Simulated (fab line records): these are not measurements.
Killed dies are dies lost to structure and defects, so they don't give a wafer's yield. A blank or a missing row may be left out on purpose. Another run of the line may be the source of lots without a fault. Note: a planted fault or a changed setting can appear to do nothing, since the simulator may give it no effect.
A lot that was struck, set against a sound lot / flow nand_harc / 38 steps out of a route of 1302
Sound: the wafers L297.1, L297.3, L297.4. Struck: wafers L287.1, L287.3, L287.4. The cause is named last.
Per side, at each step with rows, come the tool, then ch with its chambers, and then its first start. Under that, the readings that differ: sound wafers / struck wafers / difference of the means / sigmas: that difference in standard deviations of wafers without a fault.
alike: a reading whose means differ by less than 2 such deviations, as well as words and numbers matching on both sides. not compared: withheld readings; readings where some wafer has no value; bounds like >300 that might hide an equal value; numbers whose values overlap and for which the record gives no deviation.
The two part at a step that has a row with sigmas, a row that says differs or no value, or rows on one side only. Numbers that have no deviation but don't overlap get no sigmas and don't part them. A reading missing from all wafers of one side parts the sides only when that side holds two or more wafers.

first, 10 steps without rows for these wafers: NHARC_A_CHANNEL_HOLE_D2_DEP_00 (deposits aC, target thk 3100 nm); NHARC_A_CHANNEL_HOLE_D2_DEP_01 (deposits SiON, target thk 140 nm); NHARC_A_CHANNEL_HOLE_D2_DEHYDRATE_02 (time 120 s); NHARC_A_CHANNEL_HOLE_D2_HMDS_03 (time 30 s); NHARC_A_CHANNEL_HOLE_D2_COAT_36 (time 75 s); NHARC_A_CHANNEL_HOLE_D2_COAT_37 (time 65 s); NHARC_A_CHANNEL_HOLE_D2_COAT_04 (resist thk 90 nm); NHARC_A_CHANNEL_HOLE_D2_SOFTBAKE_05 (time 55 s); NHARC_A_CHANNEL_HOLE_D2_EBR_06; NHARC_A_CHANNEL_HOLE_D2_EXPOSE_07 (exposes mask HOLE D2, target cd 100 nm).
NHARC_A_CHANNEL_HOLE_D2_PEB_08: peb time 65 s.
  sound on litho_track-04 ch 0, day 22 03:31; struck on litho_track-06 ch 0, day 17 21:46
reading=heater_power_total_W (W); sound=156.6 156.7 156.2; struck=164.2 164.1 164.6; difference=+7.8; sigmas=+19
reading=plate_temp_C (C); sound=100.03 100.12 99.88; struck=103.57 103.67 103.73; difference=+3.65; sigmas=+30
then, 1 step without rows for these wafers: NHARC_A_CHANNEL_HOLE_D2_DEVELOP_09 (develop time 35 s).
NHARC_A_CHANNEL_HOLE_D2_CD_MEAS_10: target cd 100 nm.
  sound on cd_sem-01 ch 0, day 22 03:36; struck on cd_sem-02 ch 0
reading=cd_nm (nm); sound=100.0 99.8 100.6; struck=110.0 109.3 109.8; difference=+9.6; sigmas=+18
  not compared: hold
NHARC_A_CHANNEL_HOLE_D2_OVL_MEAS_11:
  sound on overlay-02, day 22 03:41; struck on overlay-01, day 18 06:03
reading=hold; sound=- - -; struck=await_dispo/7.9h/release await_dispo/7.9h/release await_dispo/7.9h/release; difference=no value on the sound wafers; sigmas=
  alike: overlay_x_nm, overlay_y_nm
NHARC_A_CHANNEL_HOLE_D2_DESCUM_15: chemistry O2, time 3 s.
  sound on rie_diel-12 ch 1,2,3, day 22 03:47; struck on rie_diel-02 ch 0,1,3, day 18 06:09
reading=drypump_motor_current_A (A); sound=6.1 6.6 6.4; struck=5.6 5.8 5.6; difference=-0.7; sigmas=-2
reading=rf_hours_counter_h (h); sound=3.1 2.9 2.8; struck=0.1 0.1 0.1; difference=-2.8; sigmas=
reading=model.A_CHANNEL_HOLE_D2.cd_nm (nm); sound=98.87 100.2 100.3; struck=111 109.4 110.6; difference=+11; sigmas=
  alike: oes_product_au, rf_vpp_V, showerhead_plenum_p_Torr, throttle_valve_pct
then, 4 steps without rows for these wafers: NHARC_A_CHANNEL_HOLE_D2_ETCH_38 (etches the open film in CF4, target depth 39 nm, time 65 s); NHARC_A_CHANNEL_HOLE_D2_ETCH_39 (etches the open film in N2/H2, target depth 260 nm, time 325 s); NHARC_A_CHANNEL_HOLE_D2_ETCH_34 (etches the open film in CF4/CHF3, target depth 154 nm, time 77 s); NHARC_A_CHANNEL_HOLE_D2_ETCH_16 (etches the open film in O2/COS, target depth 3100 nm, time 806 s).
NHARC_A_CHANNEL_HOLE_D2_CD_MEAS_18:
  sound on cd_sem-03, day 22 04:54; struck on cd_sem-03, day 18 07:26
reading=cd_nm (nm); sound=98.9 102.6 97.4; struck=109.5 109.8 106.6; difference=+9.0; sigmas=+4
  not compared: hold
then, 11 steps without rows for these wafers: NHARC_A_CHANNEL_HOLE_D2_ETCH_20 (etches the open film in C4F8/O2/Ar, time 361.9 s, target depth 1600 nm); NHARC_A_CHANNEL_HOLE_D2_ETCH_21 (etches the open film in C4F8/O2/Ar, time 514.3 s, target depth 1600 nm); NHARC_A_CHANNEL_HOLE_D2_ETCH_22 (etches the open film in C4F8/O2/Ar, time 666.7 s, target depth 1600 nm); NHARC_A_CHANNEL_HOLE_D2_ETCH_23 (etches the open film in C4F8/O2/Ar, time 819 s, target depth 1600 nm); NHARC_A_CHANNEL_HOLE_D2_ETCH_24 (etches the open film in C4F8/O2/Ar, time 906.2 s, target depth 1500 nm); NHARC_A_CHANNEL_HOLE_D2_ETCH_25 (etches the open film in C4F8/O2/Ar, time 1040.2 s, target depth 1500 nm); NHARC_A_CHANNEL_HOLE_D2_ETCH_26 (etches the open film in C4F8/O2/Ar, time 224.1 s, target depth 300 nm); NHARC_A_CHANNEL_HOLE_D2_ETCH_27 (etches the open film in C4F8/O2/Ar, time 90 s, target depth 400 nm); NHARC_A_CHANNEL_HOLE_D2_STRIP_41 (strips in N2/H2); NHARC_A_CHANNEL_HOLE_D2_STRIP_42 (strips in CF4/CHF3); NHARC_A_CHANNEL_HOLE_D2_STRIP_43 (strips in O2/COS).
NHARC_A_CHANNEL_HOLE_D2_ETCH_44: etches the open film in CF4/O2, target depth 140 nm, overetch 14 nm, time 77 s.
  sound on rie_diel-06 ch 1,2,3, day 22 12:05; struck on rie_diel-02 ch 1,2,3, day 18 19:13
reading=rf_hours_counter_h (h); sound=0.3 0.4 0.4; struck=1.3 1.4 1.2; difference=+0.9; sigmas=
reading=model.A_CHANNEL_HOLE_D2.cd_nm (nm); sound=87.4 87.34 90.17; struck=101.4 99.73 100.4; difference=+12.2; sigmas=
  alike: drypump_motor_current_A, oes_f_703_au, oes_product_au, rf_vpp_V, showerhead_plenum_p_Torr, throttle_valve_pct
then, 3 steps without rows for these wafers: NHARC_A_CHANNEL_HOLE_D2_STRIP_28 (strips in O2); NHARC_A_CHANNEL_HOLE_D2_PRECLEAN_29 (cleans in SC1); NHARC_A_CHANNEL_HOLE_D2_SRD_30.
NHARC_A_CHANNEL_HOLE_D2_CD_MEAS_31:
  sound on cd_sem-01, day 22 12:53; struck on cd_sem-03, day 18 20:33
reading=cd_nm (nm); sound=87.0 87.9 90.3; struck=101.1 99.7 99.5; difference=+11.7; sigmas=+9
  not compared: hold
NHARC_A_CHANNEL_HOLE_D2_XSEM_32:
  sound on xsem-01 ch 0, day 22 12:59; struck on xsem-01 ch 0, day 18 22:42
reading=hold; sound=- - -; struck=await_dispo/2.1h/release await_dispo/2.1h/release await_dispo/2.1h/release; difference=no value on the sound wafers; sigmas=
reading=bot_cd_nm (nm); sound=71.2 72.2 74.7; struck=86.4 84.5 85.2; difference=+12.7; sigmas=+8
  alike: bow_nm, tilt_deg
-- jump in the record: it breaks off in module A_CHANNEL_HOLE_D2 and resumes in module END (first step shown: number 1301 of the route), and 12 days separate the struck wafers' starts before and after --
NHARC_END_WLT_00:
  sound on prober-02, day 33 04:10; struck on prober-02, day 31 02:08
reading=VT_DECK2_BOTTOM; sound=0.867 0.867 0.877; struck=0.917 0.897 0.909; difference=+0.037; sigmas=+5
reading=VT_DECK2_BOTTOM_INNER; sound=0.861 0.868 0.874; struck=0.902 0.905 0.901; difference=+0.035; sigmas=+5
reading=VT_DECK2_MEDIAN_NEAR_BOTTOM; sound=0.869 0.871 0.877; struck=0.908 0.906 0.909; difference=+0.035; sigmas=+5
reading=VT_DECK2_MEDIAN_NEAR_BOTTOM_INNER; sound=0.864 0.860 0.871; struck=0.915 0.900 0.904; difference=+0.041; sigmas=+6
reading=VT_DECK2_MIDDLE; sound=0.890 0.880 0.873; struck=0.922 0.922 0.914; difference=+0.038; sigmas=+6
reading=VT_DECK2_MIDDLE_INNER; sound=0.881 0.879 0.882; struck=0.917 0.913 0.914; difference=+0.034; sigmas=+6
reading=VT_DECK2_TOP; sound=0.896 0.891 0.898; struck=0.928 0.918 0.926; difference=+0.029; sigmas=+5
reading=VT_DECK2_TOP_INNER; sound=0.893 0.892 0.898; struck=0.929 0.934 0.925; difference=+0.035; sigmas=+6
  alike: VT_DECK1_BOTTOM, VT_DECK1_BOTTOM_INNER, VT_DECK1_MEDIAN_NEAR_BOTTOM, VT_DECK1_MEDIAN_NEAR_BOTTOM_INNER, VT_DECK1_MIDDLE, VT_DECK1_MIDDLE_INNER, VT_DECK1_TOP, VT_DECK1_TOP_INNER

## WHERE THEY PART
Last at NHARC_END_WLT_00 as far as this record goes, first at NHARC_A_CHANNEL_HOLE_D2_PEB_08.

WHY: the cause the simulator had injected
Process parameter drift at NHARC_A_CHANNEL_HOLE_D2_PEB_08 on litho_track-06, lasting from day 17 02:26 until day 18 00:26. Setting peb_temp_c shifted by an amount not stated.
